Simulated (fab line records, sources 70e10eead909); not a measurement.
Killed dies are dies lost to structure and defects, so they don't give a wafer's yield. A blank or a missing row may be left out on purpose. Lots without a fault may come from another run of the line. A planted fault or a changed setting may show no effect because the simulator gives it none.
A struck lot beside a sound one | flow nand_harc | 37 steps out of a route of 1159
Sound: wafers L918.3, L918.4, L918.6. Struck: wafers L925.1, L925.4, L925.5. The cause comes at the end.
At each step with rows: each side's tool, then ch and its chambers, then its first start. Under that, the readings that differ: sound wafers | struck wafers | difference of the means | sigmas: that difference in standard deviations of wafers without a fault.
alike: readings whose means differ by less than 2 such deviations, and words and numbers that are the same on both sides. not compared: withheld readings, readings that some wafer has no value for, bounds like >300 that may hide the same value, and numbers for which the record gives no deviation and whose values overlap.
The two part at a step that has a row with sigmas, a row that says differs or no value, or rows on one side only. Numbers that don't overlap but have no deviation are shown without sigmas and don't part them. A reading that every wafer of one side lacks parts them only if that side has two wafers or more.

first, 10 steps without rows for these wafers: NHARC_A_CHANNEL_HOLE_D1_DEP_00 (deposits aC, target thk 3100 nm); NHARC_A_CHANNEL_HOLE_D1_DEP_01 (deposits SiON, target thk 140 nm); NHARC_A_CHANNEL_HOLE_D1_DEHYDRATE_02 (time 120 s); NHARC_A_CHANNEL_HOLE_D1_HMDS_03 (time 30 s); NHARC_A_CHANNEL_HOLE_D1_COAT_36 (time 75 s); NHARC_A_CHANNEL_HOLE_D1_COAT_37 (time 65 s); NHARC_A_CHANNEL_HOLE_D1_COAT_04 (resist thk 90 nm); NHARC_A_CHANNEL_HOLE_D1_SOFTBAKE_05 (time 55 s); NHARC_A_CHANNEL_HOLE_D1_EBR_06; NHARC_A_CHANNEL_HOLE_D1_EXPOSE_07 (exposes mask HOLE D1, target cd 100 nm).
NHARC_A_CHANNEL_HOLE_D1_PEB_08: peb time 65 s.
  sound on litho_track-01 ch 0, day 10 07:47; struck on litho_track-01 ch 0, day 12 00:13
then, 1 step without rows for these wafers: NHARC_A_CHANNEL_HOLE_D1_DEVELOP_09 (develop time 35 s).
NHARC_A_CHANNEL_HOLE_D1_CD_MEAS_10: target cd 100 nm.
  sound on cd_sem-02 ch 0, day 10 07:52; struck on cd_sem-03 ch 0, day 12 00:17
  reading    | sound          | struck            | difference | sigmas
  cd_nm (nm) | 99.5 99.7 99.9 | 105.2 106.5 105.0 | +5.9       | +10
NHARC_A_CHANNEL_HOLE_D1_DESCUM_15: chemistry O2, time 3 s.
  sound on rie_diel-13 ch 0,2, day 10 08:03; struck on rie_diel-04 ch 0,2,3, day 12 00:30
  reading                            | sound             | struck            | difference | sigmas
  model.A_CHANNEL_HOLE_D1.cd_nm (nm) | 99.78 99.11 99.65 | 105.6 106.6 104.4 | +6.0       |
  alike: drypump_motor_current_A, oes_product_au, rf_vpp_V, showerhead_plenum_p_Torr, throttle_valve_pct
  not compared: rf_hours_counter_h
then, 16 steps without rows for these wafers: NHARC_A_CHANNEL_HOLE_D1_ETCH_38 (etches the open film in CF4, target depth 39 nm, time 65 s); NHARC_A_CHANNEL_HOLE_D1_ETCH_39 (etches the open film in N2/H2, target depth 260 nm, time 325 s); NHARC_A_CHANNEL_HOLE_D1_ETCH_34 (etches the open film in CF4/CHF3, target depth 154 nm, time 77 s); NHARC_A_CHANNEL_HOLE_D1_ETCH_16 (etches the open film in O2/COS, target depth 3100 nm, time 806 s); NHARC_A_CHANNEL_HOLE_D1_ETCH_19 (etches the open film in C4F8/O2/Ar, time 34.5 s); NHARC_A_CHANNEL_HOLE_D1_ETCH_20 (etches the open film in C4F8/O2/Ar, time 361.9 s, target depth 1600 nm); NHARC_A_CHANNEL_HOLE_D1_ETCH_21 (etches the open film in C4F8/O2/Ar, time 514.3 s, target depth 1600 nm); NHARC_A_CHANNEL_HOLE_D1_ETCH_22 (etches the open film in C4F8/O2/Ar, time 666.7 s, target depth 1600 nm); NHARC_A_CHANNEL_HOLE_D1_ETCH_23 (etches the open film in C4F8/O2/Ar, time 819 s, target depth 1600 nm); NHARC_A_CHANNEL_HOLE_D1_ETCH_24 (etches the open film in C4F8/O2/Ar, time 906.2 s, target depth 1500 nm); NHARC_A_CHANNEL_HOLE_D1_ETCH_25 (etches the open film in C4F8/O2/Ar, time 1040.2 s, target depth 1500 nm); NHARC_A_CHANNEL_HOLE_D1_ETCH_26 (etches the open film in C4F8/O2/Ar, time 224.1 s, target depth 300 nm); NHARC_A_CHANNEL_HOLE_D1_ETCH_33 (etches the open film in C4F8/O2/Ar, time 90 s, target depth 400 nm); NHARC_A_CHANNEL_HOLE_D1_STRIP_41 (strips in N2/H2); NHARC_A_CHANNEL_HOLE_D1_STRIP_42 (strips in CF4/CHF3); NHARC_A_CHANNEL_HOLE_D1_STRIP_43 (strips in O2/COS).
NHARC_A_CHANNEL_HOLE_D1_ETCH_44: etches the open film in CF4/O2, target depth 140 nm, overetch 14 nm, time 77 s.
  sound on rie_diel-05 ch 2,3, day 10 16:40; struck on rie_diel-04 ch 0,1, day 12 06:22
  reading                            | sound             | struck           | difference | sigmas
  model.A_CHANNEL_HOLE_D1.cd_nm (nm) | 91.16 89.65 89.78 | 92.14 96.16 93.4 | +3.70      |
  alike: drypump_motor_current_A, oes_o_777_au, oes_product_au, rf_fwd_power_W, rf_vpp_V, showerhead_plenum_p_Torr, throttle_valve_pct
  not compared: rf_hours_counter_h
then, 3 steps without rows for these wafers: NHARC_A_CHANNEL_HOLE_D1_STRIP_27 (strips in O2); NHARC_A_CHANNEL_HOLE_D1_PRECLEAN_28 (cleans in SC1); NHARC_A_CHANNEL_HOLE_D1_SRD_29.
NHARC_A_CHANNEL_HOLE_D1_CD_MEAS_30:
  sound on cd_sem-01, day 10 17:28; struck on cd_sem-03, day 12 07:10
  reading    | sound          | struck         | difference | sigmas
  cd_nm (nm) | 91.1 89.6 90.3 | 92.0 95.5 93.1 | +3.2       | +2
NHARC_A_CHANNEL_HOLE_D1_XSEM_31:
  sound on xsem-01 ch 0, day 10 17:33; struck on xsem-01 ch 0, day 12 07:15
  alike: bot_cd_nm, bow_nm, tilt_deg
-- the record jumps here: 11 days lie between the struck wafers' starts before and after (it left off in module A_CHANNEL_HOLE_D1 and takes up again in module END, whose first step shown is number 1159 of the route) --
NHARC_END_SORT_01:
  the record has rows for the struck wafers here (prober-01 ch 0, day 23 15:48) and none for the sound ones

WHERE THEY PART
First at NHARC_A_CHANNEL_HOLE_D1_CD_MEAS_10; last, within this record, at NHARC_END_SORT_01.

WHY: what the simulator had put in
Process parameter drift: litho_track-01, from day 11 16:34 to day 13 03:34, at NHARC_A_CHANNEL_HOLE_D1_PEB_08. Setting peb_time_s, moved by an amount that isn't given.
